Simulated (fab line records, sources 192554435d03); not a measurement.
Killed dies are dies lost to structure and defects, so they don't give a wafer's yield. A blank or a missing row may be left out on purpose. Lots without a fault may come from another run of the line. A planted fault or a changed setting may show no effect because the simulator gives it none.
fab line records | flow n5_finfet
record lots=4 wafers=10 last_day=19
route steps=1938 shown BEOL_M13@1682 BEOL_M14@1716 BEOL_M15@1830 PASSIVATION@1936
lots that met no fault: from a run of the same line without faults
start_h: hours from the record's first day to the start of the lot's first wafer shown | wait_h: hours since the lot's step before | " the same as in the row above | L1.1+2: a row that stands for several wafers | - no value, or no start given | * or withheld: withheld | < > ~ a bound
route shown NAME@n: a module of which the file shows steps, and the number in the route of the first | usual: mean/standard deviation of fault-free wafers | same: alike in all rows | chamber/n: place in a boat | sites: the reading at each site | _std_site: their standard deviation | _edge_site: outer sites' mean less inner sites' | radius_mm: how far each site lies from the wafer's centre | mask NAME#n: copy n | behind: the tool/chamber that last shaped the wafer | hold: why the lot was held/for how many hours/how that ended | device: the transistor (n, p or np) that didn't switch | end of line: the same wafers' tests at the end of the route | a step without rows: its recipe alone | killed: dies lost to structure and defects at the first sort, not the wafer's yield | map: a wafer's dies, x killed, . not, _ none there
set.NAME: the setting as run; set.NAME@STEP: as run at that earlier step | model.NAME: the simulator's own value behind a step, which no gauge read
lots at some steps of the route; a table a step, a row a wafer
services: from which hour (start_h, from the record's first day; less than 0 if before it) a tool's chamber was out of use, for how many hours, and why
## steps
# step N5_BEOL_M13_COAT_22
# recipe spin_rpm=2888 resist_thk_nm=300
# step N5_BEOL_M13_EBR_24
# recipe solvent=PGMEA ebr_width_mm=1.5
# step N5_BEOL_M13_SOFTBAKE_23
# recipe temp_c=130 time_s=60
# step N5_BEOL_M13_EXPOSE_25
# recipe mask_id=M13 na=0.93 source_shape=conventional sigma_outer=0.4 polarization=unpolarized target_cd_nm=210 dose_mj=22
# step N5_BEOL_M13_PEB_26
# recipe peb_temp_c=130 peb_time_s=90
# step N5_BEOL_M13_DEVELOP_27
# recipe develop_time_s=45 rinse_liquid=diw dry=air_spin dev_temp_c=21
# step N5_BEOL_M13_HARDBAKE_32
# recipe temp_c=130 time_s=120
# step N5_BEOL_M13_DESCUM_33
# recipe chemistry=O2 time_s=7.9 source_power_w=50 bias_power_w=20 pressure_mtorr=20 rf_frequency_hz=2.712e+07 temp_c=40 o2_flow_sccm=225
# step N5_BEOL_M13_ETCH_67
# recipe chemistry=CF4 target=SiARC target_depth_a=1430 time_s=238.3 ion_energy_ev=80 pressure_mtorr=40 source_w=545 bias_w=36 Ar_flow_sccm=100 cf4_flow_sccm=100 ends=cleared
# step N5_BEOL_M13_ETCH_68
# recipe chemistry=N2/H2 target=SOC mask_material=SiARC source_w=3000 bias_w=350 temp_c=40 time_s=355 ion_energy_ev=200 pressure_mtorr=30 n2_flow_sccm=200 h2_flow_sccm=200
# usual bias_w=350.1/1 chamber_pressure_mTorr=30.00/0.03 drypump_motor_current_A=5.5/0.38 oes_product_au=0.82/0.11 rf_vpp_V=523.2/3 showerhead_plenum_p_Torr=2.52/0.1 throttle_valve_pct=17.71/0.26
# columns lot.wafer tool chamber start_h wait_h bias_w chamber_pressure_mTorr drypump_motor_current_A oes_product_au rf_hours_counter_h rf_vpp_V showerhead_plenum_p_Torr throttle_valve_pct model.SiARC_of_BEOL_M13_COAT_66.thk_nm model.BEOL_M13.cd_nm
L637.1 rie_diel-06 1 339.29 0.1 348.3 30.00 5.6 0.69 246 520.0 2.39 17.66 77.6 207.4
L637.3 " 3 " " 350.5 30.02 5.3 0.70 219 519.7 2.41 18.13 77.2 209
L637.6 " 1 " " 348.6 29.98 5.7 0.70 - 518.0 2.39 17.66 77.4 207
L643.1 rie_diel-06 0 379.28 0.1 350.3 30.01 4.9 0.80 85 521.6 2.47 17.58 77.6 210.4
L643.6 " 1 " " 348.4 29.98 5.7 1.37 - 528.7 2.70 17.21 54.2 219.8
L646.1 rie_diel-06 1 384.26 0.1 350.8 30.01 5.7 0.96 7 527.4 2.70 17.22 76.2 210
L646.6 " 0 " " 350.1 30.01 4.9 1.11 - 522.3 2.47 17.60 56.4 221.2
L653.1 rie_diel-04 0 425.13 0.1 351.3 30.00 5.8 0.82 94 521.0 2.47 17.63 77.8 210.2
L653.3 " 2 " " 347.8 30.00 5.2 0.67 242 525.6 2.63 18.15 78.8 210.6
L653.4 " 3 " " 349.9 29.98 5.7 0.89 32 522.0 2.48 17.65 77.2 208.6
# step N5_BEOL_M13_STRIP_69
# recipe chemistry=N2/H2 temp_c=40 n2_flow_sccm=200 h2_flow_sccm=200 rf_frequency_hz=6e+07
# step N5_BEOL_M13_TRENCH_ETCH_34
# recipe chemistry=C4F8/O2/Ar target=SiOC target_depth_a=4134.7 mask_material=SOC pressure_mtorr=30 source_w=3000 bias_w=700 Ar_flow_sccm=400 C4F8_flow_sccm=15 O2_flow_sccm=8 he_inner_torr=15 he_outer_torr=30 time_s=162.6 ion_energy_ev=250
# step N5_BEOL_M13_STRIP_70
# recipe chemistry=C4F8/O2/Ar resist=SiARC rf_frequency_hz=6e+07
# step N5_BEOL_M13_STRIP_37
# recipe chemistry=N2/H2 power_w=1000 temp_c=250 h2_frac=0.65 overash_fraction=0.3 pressure_mtorr=withheld n2_flow_sccm=1750 h2_flow_sccm=3250
# step N5_BEOL_M13_ETCH_38
# recipe chemistry=CF4/N2 target=SiCN target_depth_a=675 taper_deg=2 time_s=71.9 ion_energy_ev=150 mask_material=SiO2 pressure_mtorr=40 source_w=430 bias_w=70 Ar_flow_sccm=100 cf4_flow_sccm=60 n2_flow_sccm=60
# usual bias_w=69.97/0.2 chamber_pressure_mTorr=40.00/0.031 drypump_motor_current_A=5.5/0.36 oes_product_au=0.83/0.11 rf_vpp_V=381.7/2 showerhead_plenum_p_Torr=2.19/0.082 throttle_valve_pct=15.34/0.26
# columns lot.wafer tool chamber start_h wait_h bias_w chamber_pressure_mTorr drypump_motor_current_A oes_product_au rf_hours_counter_h rf_vpp_V showerhead_plenum_p_Torr throttle_valve_pct model.BEOL_M13.cd_nm
L637.1 rie_diel-04 3 343.02 - 69.84 40.03 5.7 0.98 4 381.3 2.15 15.13 207.4
L637.3 " 0 " " 69.97 39.99 5.8 0.86 66 381.0 2.15 15.22 208.6
L637.6 " 1 " " 69.68 39.97 6.3 0.91 - 386.6 2.35 15.23 206.8
L643.1 rie_diel-06 3 380.90 - 70.04 39.94 5.3 0.70 232 379.2 2.09 15.88 210.8
L643.6 " 3 " " 69.70 40.02 5.4 0.69 - 379.7 2.09 15.87 220
L646.1 rie_diel-04 3 385.00 - 69.74 40.01 5.6 0.95 19 380.2 2.15 15.18 209.8
L646.6 " 2 " " 70.22 39.99 5.2 0.68 - 383.7 2.27 15.69 221.2
L653.1 rie_diel-04 1 427.74 - 70.09 40.00 6.3 0.86 50 384.9 2.34 15.29 210.2
L653.3 " 2 " " 70.14 39.99 5.2 0.66 244 383.6 2.27 15.70 210.6
L653.4 " 3 " " 70.01 39.99 5.7 0.91 33 380.1 2.14 15.18 208.4
# step N5_BEOL_M13_PRECLEAN_39
# recipe chemistry=residue_remover time_s=60 temp_c=40
# step N5_BEOL_M13_SRD_40
# recipe time_s=30 temp_c=23 rinse_liquid=diw dry=n2_spin spin_rpm=1500 dry_time_s=30
# step N5_BEOL_M13_DEGAS_41
# recipe ambient=vacuum temp_c=250 time_s=60
# step N5_BEOL_M13_PRE_CLEAN_42
# recipe gas=H2/He time_s=30 temp_c=250
# step N5_BEOL_M13_SPUTTER_43
# recipe material=TaN target_thk_a=150 temp_c=50 bias_v=168.6 power_w=15000 chamber_pressure_pa=0.12 time_s=24.19
# step N5_BEOL_M13_SPUTTER_44
# recipe material=Ta target_thk_a=100 temp_c=50 bias_v=80 power_w=15000 chamber_pressure_pa=0.07 time_s=16.13
# step N5_BEOL_M13_SPUTTER_45
# recipe material=Cu target_thk_a=800 temp_c=-20 bias_v=60 power_w=26000 chamber_pressure_pa=0.13 time_s=13.33
# step N5_BEOL_M13_ECD_47
# recipe material=Cu target_thk_a=9360
# step N5_BEOL_M13_ANNEAL_48
# recipe temp_c=225 time_s=90 ambient=N2
# step N5_BEOL_M13_CMP_49
# recipe stop_on=SiOC t_overpolish_s=17.1 down_force_psi=1 platen_rpm=50 clearing_platen_down_force_psi=1.5 clearing_platen_rpm=50 post_cmp_clean=cu_alkaline target_thk_nm=420 clearing_platen_pad_velocity_m_s=0.99484 pad_velocity_m_s=0.99484
# step N5_BEOL_M13_PRE_CLEAN_52
# recipe gas=NH3 time_s=15 temp_c=withheld rf_power_w=300
# step N5_BEOL_M13_DEP_53
# recipe material=SiCN target_thk_a=500 temp_c=withheld precursor=3MS/NH3 pressure_torr=3 rf_w=675 time_s=17.8
# step N5_BEOL_M14_ILD_DEP_00
# recipe material=SiO2 target_thk_a=11193 temp_c=400 precursor=TEOS/O2 pressure_torr=6.5 rf_w=900 teos_flow_sccm=161.4 gas=O2 flow_sccm=2650 time_s=237.4
# step N5_BEOL_M14_COAT_58
# recipe resist=BARC temp_c=205 time_s=60 spin_rpm=1500 resist_thk_nm=89
# step N5_BEOL_M14_COAT_04
# recipe spin_rpm=1704 resist_thk_nm=800
# step N5_BEOL_M14_EBR_06
# recipe solvent=PGMEA ebr_width_mm=1.5
# step N5_BEOL_M14_SOFTBAKE_05
# recipe temp_c=130 time_s=60
# step N5_BEOL_M14_EXPOSE_07
# recipe mask_id=V13 na=0.8 source_shape=annular sigma_inner=0.5 sigma_outer=0.8 polarization=unpolarized attpsm_phase_deg=180 dose_mj=57
# step N5_BEOL_M14_PEB_08
# recipe peb_temp_c=130 peb_time_s=90
# step N5_BEOL_M15_RC_MEAS_101
# usual COMB_M10=1.49e-11/2.9e-12 COMB_M11=1.49e-11/2.6e-12 COMB_M12=7e-12/1.3e-12 COMB_M13=5.4e-12/1e-12 COMB_M14=4.1e-12/6.5e-13 COMB_M15=3e-12/5.3e-13 COMB_M5=3.7e-11/7.7e-12 COMB_M6=2.6e-11/5e-12 COMB_M7=2.6e-11/6.3e-12 COMB_M8=2.5e-11/5.3e-12 COMB_M9=1.5e-11/3.1e-12 SERP_M10=3.07/0.09 SERP_M11=3.05/0.12 SERP_M12=0.641/0.017 SERP_M13=0.310/0.0086 SERP_M13_max_site=0.313/0.0087 SERP_M14=0.160/0.0045 SERP_M5=39.3/2 SERP_M6=13.8/0.62 SERP_M7=13.4/0.62 SERP_M8=13.8/0.56 SERP_M9=3.08/0.11 SERP_M9_max_site=3.19/0.12
# columns lot.wafer tool chamber start_h wait_h COMB_M10[S/m] COMB_M11[S/m] COMB_M12[S/m] COMB_M13[S/m] COMB_M14[S/m] COMB_M15[S/m] COMB_M5[S/m] COMB_M6[S/m] COMB_M7[S/m] COMB_M8[S/m] COMB_M9[S/m] SERP_M10[ohm/um] SERP_M11[ohm/um] SERP_M12[ohm/um] SERP_M13[ohm/um] SERP_M13_max_site[ohm/um] SERP_M14[ohm/um] SERP_M5[ohm/um] SERP_M6[ohm/um] SERP_M7[ohm/um] SERP_M8[ohm/um] SERP_M9[ohm/um] SERP_M9_max_site[ohm/um]
L637.1 prober-02 0 358.29 0.0 1.41e-11 1.53e-11 6.6e-12 4.6e-12 2.4e-12 2.7e-12 2.9e-11 2.9e-11 2.2e-11 2.4e-11 1.4e-11 3.18 3.13 0.650 0.321 0.326 0.161 41.0 12.8 13.1 13.3 3.03 3.13
L637.3 " 0 " " 1.18e-11 1.65e-11 1.01e-11 3.3e-12 3.4e-12 2.5e-12 3.4e-11 1.9e-11 2e-11 2.7e-11 1.4e-11 3.03 2.94 0.664 0.318 0.323 0.157 37.2 12.6 14.0 13.1 2.96 3.01
L637.6 " 0 " " 1.41e-11 1.86e-11 8.4e-12 4.7e-12 4.6e-12 2.8e-12 2.9e-11 2.7e-11 1.9e-11 2.7e-11 1.1e-11 3.11 3.31 0.642 0.326 0.328 0.157 39.3 13.3 13.4 13.7 3.20 3.30
L643.1 prober-01 0 395.88 0.0 1.18e-11 1.75e-11 7.4e-12 5.8e-12 3.3e-12 3.3e-12 3.1e-11 3.2e-11 3.3e-11 2.8e-11 1.6e-11 3.16 3.13 0.651 0.308 0.312 0.166 38.7 13.8 13.7 13.9 3.04 3.12
L643.6 " 0 " " 1.46e-11 1.37e-11 7.7e-12 6.2e-12 3.4e-12 3e-12 3e-11 2.8e-11 2.6e-11 2.4e-11 1.6e-11 3.00 3.24 0.660 0.272 0.275 0.154 40.0 14.4 13.2 13.1 3.28 3.31
L646.1 prober-02 0 400.87 0.0 1.24e-11 8.9e-12 4.8e-12 5.4e-12 3.6e-12 3.1e-12 3.9e-11 2.1e-11 2.1e-11 2.1e-11 1.7e-11 3.03 3.16 0.662 0.301 0.303 0.156 36.8 12.8 14.1 13.4 3.26 3.32
L646.6 " 0 " " 1.33e-11 1.27e-11 6.5e-12 6e-12 4.4e-12 2.8e-12 3.2e-11 2.6e-11 2.3e-11 1.7e-11 2.5e-11 3.12 2.92 0.619 0.292 0.295 0.155 41.8 13.1 13.3 13.1 3.02 3.04
L653.1 prober-02 0 441.98 0.4 1.5e-11 1.41e-11 5.4e-12 7.3e-12 3.9e-12 2.2e-12 2.1e-11 2.1e-11 3e-11 2.3e-11 1.4e-11 3.09 3.29 0.631 0.309 0.311 0.158 36.9 14.2 12.8 13.9 3.07 3.31
L653.3 " 0 " " 1.24e-11 1.55e-11 5.8e-12 7.3e-12 3.9e-12 2.2e-12 3.4e-11 2.3e-11 2.5e-11 2.2e-11 1.5e-11 3.10 3.05 0.633 0.321 0.324 0.168 41.7 13.7 12.5 13.6 3.38 3.44
L653.4 " 0 " " 1.35e-11 1.45e-11 6.6e-12 4.4e-12 3.5e-12 2.9e-12 2.9e-11 2.1e-11 2.7e-11 3.2e-11 1.5e-11 3.02 3.01 0.636 0.307 0.310 0.157 38.3 13.9 13.5 14.3 3.00 3.14
# sites SERP_M13 radius_mm=0,75,75,75,75,140,140,140,140
L637.1 0.319 0.321 0.325 0.319 0.320 0.324 0.326 0.323 0.321
L643.1 0.309 0.309 0.311 0.308 0.312 0.301 0.303 0.305 0.302
L646.1 0.299 0.303 0.299 0.299 0.303 0.301 0.303 0.302 0.301
L653.1 0.309 0.310 0.311 0.308 0.308 0.308 0.311 0.309 0.309
# step N5_PASSIVATION_PROBE_49
# usual defect_limited_yield=90.9/1.4 killed_at_M0_to_M3=38/11 killed_at_M4_up=13/5.9 killed_at_contacts=14/6.4 killed_at_front_end=38/11 killed_at_other=3.3/2.5 killed_dies=107/16 killed_on_rim=14/3.6 killed_open=70/12 killed_short=35/7.7 sort_bin_5_function=5.3/0.94 sort_bin_6_memory=3.5/0.7 sort_n_pass=1073/16 sort_yield_pct=90.9/1.4
# same gross_dies=1180 killed_at_back_side=0 sort_bin_4_leakage[%]=0 sort_bin_8_speed[%]=0
# columns lot.wafer tool chamber start_h wait_h defect_limited_yield[%] killed_at_M0_to_M3 killed_at_M4_up killed_at_contacts killed_at_front_end killed_at_other killed_dies killed_on_rim killed_open killed_short sort_bin_5_function[%] sort_bin_6_memory[%] sort_n_pass sort_yield_pct[%]
L637.1 prober-02 - 371.76 0.0 89.7 47 13 19 40 2 121 20 72 48 5.9 3.8 1059 89.7
L637.3 prober-02 - 371.86 0.1 90.4 37 13 14 44 5 113 16 82 30 6.4 2.9 1067 90.4
L637.6 prober-02 - 372.01 0.3 90.0 38 13 17 40 10 118 10 77 38 6.0 3.9 1062 90.0
L643.1 prober-01 - 414.23 0.0 90.1 42 14 5 48 8 117 18 67 44 6.0 3.5 1063 90.1
L653.1 prober-01 - 463.91 0.0 89.4 50 19 21 32 3 125 15 82 40 5.8 4.2 1055 89.4
L653.3 prober-01 - 464.01 0.1 92.9 47 6 11 17 3 84 9 51 32 3.8 2.8 1096 92.9
L653.4 prober-01 - 464.06 0.2 87.3 49 27 25 43 6 150 16 101 48 6.9 5.4 1030 87.3
# killed by level:class
L637.1 MOL_CONTACT_COAG:geometric_particle:open=18 BEOL_M3:geometric_particle:open=15 FIN_SAQP:geometric_particle:short=10 BEOL_M0_SAQP:geometric_particle:short=10 BEOL_M0_SAQP:geometric_particle:open=9 GATE_CUT:geometric_particle:short=8 BEOL_M4:geometric_particle:open=7 STI_FIN_REVEAL:geometric_particle:open=5
L637.3 BEOL_M3:geometric_particle:open=13 FIN_SAQP:geometric_particle:short=11 MOL_CONTACT_COAG:geometric_particle:open=11 FIN_SAQP:geometric_particle:open=9 BEOL_M2:geometric_particle:open=9 BEOL_M1:geometric_particle:open=8 STI_FIN_REVEAL:geometric_particle:open=5 DUMMY_GATE:geometric_particle:open=4
L637.6 MOL_CONTACT_COAG:geometric_particle:open=16 BEOL_M3:geometric_particle:open=14 GATE_CUT:geometric_particle:short=10 FIN_SAQP:geometric_particle:open=9 BEOL_M0_SAQP:geometric_particle:short=9 FIN_SAQP:geometric_particle:short=6 BEOL_M2:geometric_particle:open=5 GATE_CUT:geometric_particle:open=4
L643.1 BEOL_M0_SAQP:geometric_particle:open=14 BEOL_M0_SAQP:geometric_particle:short=13 STI_FIN_REVEAL:geometric_particle:open=11 FIN_SAQP:geometric_particle:open=8 BEOL_M2:geometric_particle:open=6 GATE_CUT:geometric_particle:short=6 DUMMY_GATE:geometric_particle:open=5 BEOL_M5:geometric_particle:short=4
L653.1 MOL_CONTACT_COAG:geometric_particle:open=18 BEOL_M0_SAQP:geometric_particle:short=13 BEOL_M2:geometric_particle:open=11 BEOL_M4:geometric_particle:open=8 BEOL_M0_SAQP:geometric_particle:open=8 DUMMY_GATE:geometric_particle:open=6 BEOL_M3:geometric_particle:open=6 FIN_SAQP:geometric_particle:open=4
L653.3 BEOL_M1:geometric_particle:open=14 MOL_CONTACT_COAG:geometric_particle:open=8 BEOL_M0_SAQP:geometric_particle:open=8 BEOL_M0_SAQP:geometric_particle:short=7 BEOL_M3:geometric_particle:open=6 STI_FIN_REVEAL:geometric_particle:open=4 BEOL_M3:geometric_particle:short=4 BEOL_M1:geometric_particle:short=3
L653.4 STI_FIN_REVEAL:geometric_particle:open=19 BEOL_M4:geometric_particle:open=18 MOL_CONTACT_COAG:geometric_particle:open=16 BEOL_M0_SAQP:geometric_particle:short=13 BEOL_M2:geometric_particle:open=11 MOL_CONTACT_COAG:geometric_particle:short=8 DUMMY_GATE:geometric_particle:open=7 BEOL_M0_SAQP:geometric_particle:open=6
## services
# columns tool chamber start_h hours kind
rie_diel-06 2 324.33 - clean
rie_diel-06 2 324.33 - consumable_replace:focus_ring
rie_diel-06 2 324.33 21.0 scheduled_down
rie_diel-06 2 324.33 21.0 vent_cycle
rie_diel-06 3 331.95 2.6 repair
rie_diel-04 - 336.59 4.8 repair
rie_diel-06 - 338.02 0.6 repair
rie_diel-06 1 345.30 - clean
rie_diel-06 1 345.30 - consumable_replace:focus_ring
rie_diel-06 1 345.30 - consumable_replace:showerhead
rie_diel-06 1 345.30 15.0 scheduled_down
rie_diel-06 1 345.30 15.0 vent_cycle
rie_diel-06 0 347.58 3.7 repair
rie_diel-06 - 354.64 4.3 pm
## key
first_sign step=N5_BEOL_M13_ETCH_68 reading=oes_product_au direction=up sigmas=4 usual=0.82 struck=1.24
effect step=N5_BEOL_M15_RC_MEAS_101 reading=SERP_M13 direction=down sigmas=3.2 usual=0.310 struck=0.282
model_effect step=N5_BEOL_M13_ETCH_68 value=SiARC_of_BEOL_M13_COAT_66.thk_nm without=76.8 struck=55.3
model_effect step=N5_BEOL_M13_ETCH_38 value=BEOL_M13.cd_nm without=209.6 struck=220.6
met_at N5_BEOL_M13_ETCH_68
struck_wafers L643.6,L646.6
onset_between 339.29 379.28
fault kind=process_parameter_drift tool=rie_diel-06 chamber=- onset_h=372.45 steps=N5_BEOL_M13_ETCH_68 channel=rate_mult offset=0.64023 shape=step end_h=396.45 scope=struck_wafers_only
